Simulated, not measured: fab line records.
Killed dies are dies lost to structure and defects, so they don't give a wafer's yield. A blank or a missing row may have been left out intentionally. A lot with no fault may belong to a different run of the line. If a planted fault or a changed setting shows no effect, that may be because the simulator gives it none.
Comparing a struck lot with a sound one | flow nand harc | 18 out of 1302 route steps
Sound: these wafers, L828.1, L828.2, L828.6. Wafers L830.1, L830.3, L830.5 were the ones struck. The cause is given at the end.
For every step that has rows: the tool of each side, followed by ch and its chambers, followed by its first start. Under that, the readings that differ: sound wafers | struck wafers | difference of the means | sigmas: that difference in standard deviations of wafers without a fault.
alike: readings whose means differ by less than 2 such deviations, and words and numbers that are the same on both sides. not compared: withheld readings, readings that some wafer has no value for, bounds like >300 that may hide the same value, and numbers for which the record gives no deviation and whose values overlap.
The two part at a step that has a row with sigmas, a row that says differs or no value, or rows on one side only. Numbers that have no deviation but don't overlap get no sigmas and don't part them. A reading missing from all wafers of one side parts the sides only when that side holds two or more wafers.

NHARC_P_ZERO_WELL_CD_MEAS_37: target cd 720 nm.
  sound on cd sem-02 ch 0, day 5 08:07; struck on cd sem-01 ch 0, day 6 03:50
  alike: cd nm
then, 1 step without rows for these wafers: NHARC_P_ZERO_WELL_HARDBAKE_38 (time 80 s).
NHARC_P_ZERO_WELL_DESCUM_39: chemistry O2, time 3 s.
  sound on rie diel-08 ch 1,3, day 5 08:17; struck on rie diel-04 ch 0,1,2, day 6 04:01
  alike: drypump motor current A, oes product au, rf vpp V, showerhead plenum p Torr, throttle valve pct
  not compared: rf hours counter h
then, 9 steps without rows for these wafers: NHARC_P_ZERO_WELL_IMPLANT_40; NHARC_P_ZERO_WELL_IMPLANT_59; NHARC_P_ZERO_WELL_IMPLANT_60; NHARC_P_ZERO_WELL_STRIP_41 (strips in SPM, time 840 s); NHARC_P_ZERO_WELL_DEHYDRATE_44 (time 120 s); NHARC_P_ZERO_WELL_HMDS_45 (time 30 s); NHARC_P_ZERO_WELL_COAT_46; NHARC_P_ZERO_WELL_SOFTBAKE_47 (time 95 s); NHARC_P_ZERO_WELL_EBR_48.
NHARC_P_ZERO_WELL_EXPOSE_49: exposes mask P HVPW, target cd 2000 nm.
  sound on krf scanner-04 ch 0, day 5 09:29; struck on krf scanner-02 ch 0, day 6 05:20
  reading | sound                      | struck                        | difference | sigmas
  mask    | P_HVPW#0 P_HVPW#0 P_HVPW#0 | P_NWELL#0 P_NWELL#0 P_NWELL#0 | differs    |
then, 2 steps without rows for these wafers: NHARC_P_ZERO_WELL_PEB_50 (peb time 85 s); NHARC_P_ZERO_WELL_DEVELOP_51 (time 70 s).
NHARC_P_ZERO_WELL_CD_MEAS_52: target cd 2000 nm.
  sound on cd sem-01 ch 0, day 5 09:38; struck on cd sem-03 ch 0, day 6 05:29
  reading    | sound                | struck | difference                    | sigmas
  cd nm (nm) | 1997.5 2000.5 1996.8 | - - -  | no value on the struck wafers |
then, 1 step without rows for these wafers: NHARC_P_ZERO_WELL_HARDBAKE_53 (time 80 s).
-- jump in the record: it breaks off in module P_ZERO_WELL and resumes in module END (first step shown: number 1302 of the route), and 22 days separate the struck wafers' starts before and after --
NHARC_END_SORT_01:
  sound on prober-01 ch 0, day 27 11:11; struck on prober-02 ch 0, day 28 10:50
  reading             | sound    | struck                                                               | difference                   | sigmas
  hold                | - - -    | await dispo/1.5h/scrap await dispo/1.5h/scrap await dispo/1.5h/scrap | no value on the sound wafers |
  killed at periphery | 2 2 3    | 603 624 615                                                          | +612                         | +99 or more
  killed dies         | 61 48 49 | 677 677 677                                                          | +624                         | +33
  alike: killed at array, killed at other, killed open, killed short

== WHERE THEY PART ==
Last at NHARC_END_SORT_01 as far as this record goes, first at NHARC_P_ZERO_WELL_EXPOSE_49.

WHY: what the simulator had put in
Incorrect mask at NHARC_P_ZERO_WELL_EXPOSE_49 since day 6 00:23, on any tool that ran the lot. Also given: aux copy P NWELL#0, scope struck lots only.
